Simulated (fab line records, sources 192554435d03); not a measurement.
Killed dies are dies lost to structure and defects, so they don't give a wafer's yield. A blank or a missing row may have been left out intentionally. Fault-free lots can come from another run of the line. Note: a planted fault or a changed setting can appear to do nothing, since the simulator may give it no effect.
Split-lot study ; flow n5_finfet ; 7 lots, 39 wafers read, on a route of 1938 steps

## ON THE SPLIT
At N5_FIN_SAQP_SPACER1_ALD_24 (deposits SiO2, target thk 20.3 nm, pulse time 1 s, purge time 2 s), the setting ald_cycles was moved away from the recipe's 218 on 9 of the 39 wafers read, by -14.2% to +17.0%. This setting was run at the recipe's value on the other wafers.

## FROM THE SPLIT TO THE READING: what the file shows between them, 2 steps
- N5_FIN_SAQP_SPACER1_ETCHBACK_25: etches SiO2 in CHF3/O2, target depth 24.4 nm, time 12.2 s
- N5_FIN_SAQP_MANDREL1_REMOVE_56: chemistry HBr/Cl2/O2, target a-Si, stops on SiNx, bt time 10 s

## THE READING
Shown in nm: cd_nm at N5_FIN_SAQP_CD_MEAS_27, with target cd 20 nm. A value of 20.31 nm with a standard deviation of 0.24 nm is what fault-free wafers of this fab line usually give.

wafer;tool, chamber at the split;ald_cycles as run;against the recipe;cd_nm, nm;against lot-mates on the recipe
L074.1;ald_sin-01, 2,3,0,3,2;218;recipe;20.09;-
L074.2;ald_sin-01, 2,3,0,3,2;218;recipe;20.47;-
L074.3;ald_sin-01, 2,3,0,3,2;218;recipe;20.09;-
L074.4;ald_sin-01, 1;218;recipe;20.25;-
L074.5;ald_sin-01, 2,3,0,3,2;218;recipe;20.30;-
L074.6;ald_sin-01, 2,3,0,3,2;218;recipe;20.22;-
L077.1;ald_sin-03, 1,3,0;218;recipe;20.38;-
L077.2;ald_sin-03, 2,0,1;187;-14.2%;16.94;-3.54
L077.3;ald_sin-03, 2,0,1;187;-14.2%;17.08;-3.40
L077.4;ald_sin-03, 1,3,0;218;recipe;20.57;-
L077.5;ald_sin-03, 2,0,1;187;-14.2%;17.09;-3.39
L077.6;ald_sin-03, 1,3,0;218;recipe;20.48;-
L084.1;ald_sin-01, 1,3,0,0,3;218;recipe;20.51;-
L084.2;ald_sin-01, 1,3,0,0,3;218;recipe;20.12;-
L084.3;ald_sin-01, 2;218;recipe;20.33;-
L084.4;ald_sin-01, 1,3,0,0,3;218;recipe;20.39;-
L084.5;ald_sin-01, 1,3,0,0,3;218;recipe;20.40;-
L084.6;ald_sin-01, 1,3,0,0,3;218;recipe;20.68;-
L088.2;ald_sin-03, 1;218;recipe;20.22;-
L088.3;ald_sin-03, 3;218;recipe;20.21;-
L088.5;ald_sin-03, 1;218;recipe;20.43;-
L092.1;ald_sin-01, 0;218;recipe;20.13;-
L092.2;ald_sin-01, 3,2,1;246;+12.8%;22.87;+2.51
L092.3;ald_sin-01, 3,2,1;246;+12.8%;23.24;+2.88
L092.4;ald_sin-01, 3,2,1;246;+12.8%;22.83;+2.47
L092.5;ald_sin-01, 3,2;218;recipe;20.25;-
L092.6;ald_sin-01, 3,2;218;recipe;20.69;-
L096.1;ald_sin-01, 1,3;218;recipe;20.25;-
L096.2;ald_sin-01, 1,3;218;recipe;20.36;-
L096.3;ald_sin-01, 0,3;255;+17.0%;23.78;+3.48
L096.4;ald_sin-01, 2;218;recipe;20.29;-
L096.5;ald_sin-01, 0;255;+17.0%;23.65;+3.35
L096.6;ald_sin-01, 0,3;255;+17.0%;23.77;+3.47
L097.1;ald_sin-01, 3;218;recipe;20.74;-
L097.2;ald_sin-01, 2,0,1,0,1;218;recipe;20.43;-
L097.3;ald_sin-01, 2,0,1,0,1;218;recipe;20.38;-
L097.4;ald_sin-01, 2,0,1,0,1;218;recipe;20.48;-
L097.5;ald_sin-01, 2,0,1,0,1;218;recipe;20.67;-
L097.6;ald_sin-01, 2,0,1,0,1;218;recipe;20.41;-
When a row names more than one chamber, that row covers several wafers, and the file does not tell which wafer ran in which chamber.

THE FIT
A straight line over all 39 wafers: cd_nm changes by +0.212 nm for each +1% of ald_cycles; r = +0.99; the points scatter about the line by 0.2 nm.
The same after taking each lot's own level away (the mean of its wafers on the recipe; 39 wafers): +0.216 nm for each +1%; r = +0.99; scatter 0.18 nm.
That fit puts the effect of the largest move of ald_cycles on the reading at 3.7 nm.
Across the lots, their own levels run from 20.237 to 20.518 nm, a range of 1.2 times the standard deviation given above.
Consequently the slope shifts little with the lot-to-lot level, the two slopes agreeing.
Check: with one of the wafers moved furthest among these (+17.0%) left out of the fit, the line predicts +3.64 nm for it against its lot-mates. Against them it came out at +3.48 nm.

## THE WHOLE CHAIN: every reading that the file lists as answering this split, in the file's order
step;what it does;reading;change (the file's fit);r (the file's)
N5_FIN_SAQP_SPACER1_ALD_24;deposits SiO2, target thk 20.3 nm, pulse time 1 s, purge time 2 s;SiO2_of_FIN_SAQP_SPACER1_ALD_24.thk_nm (the simulator's own value, which no gauge read);+0.212 nm for each +1% of the setting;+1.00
N5_FIN_SAQP_MANDREL1_REMOVE_56;chemistry HBr/Cl2/O2, target a-Si, stops on SiNx, bt time 10 s;FIN_SAQP.cd_nm (the simulator's own value, which no gauge read);+0.214 nm for each +1% of the setting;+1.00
N5_FIN_SAQP_CD_MEAS_27;target cd 20 nm;cd_nm;+0.215 nm for each +1% of the setting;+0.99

## THE FILE'S OWN FIT
cd_nm changes by +0.215 nm for each +1% of ald_cycles, r = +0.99.
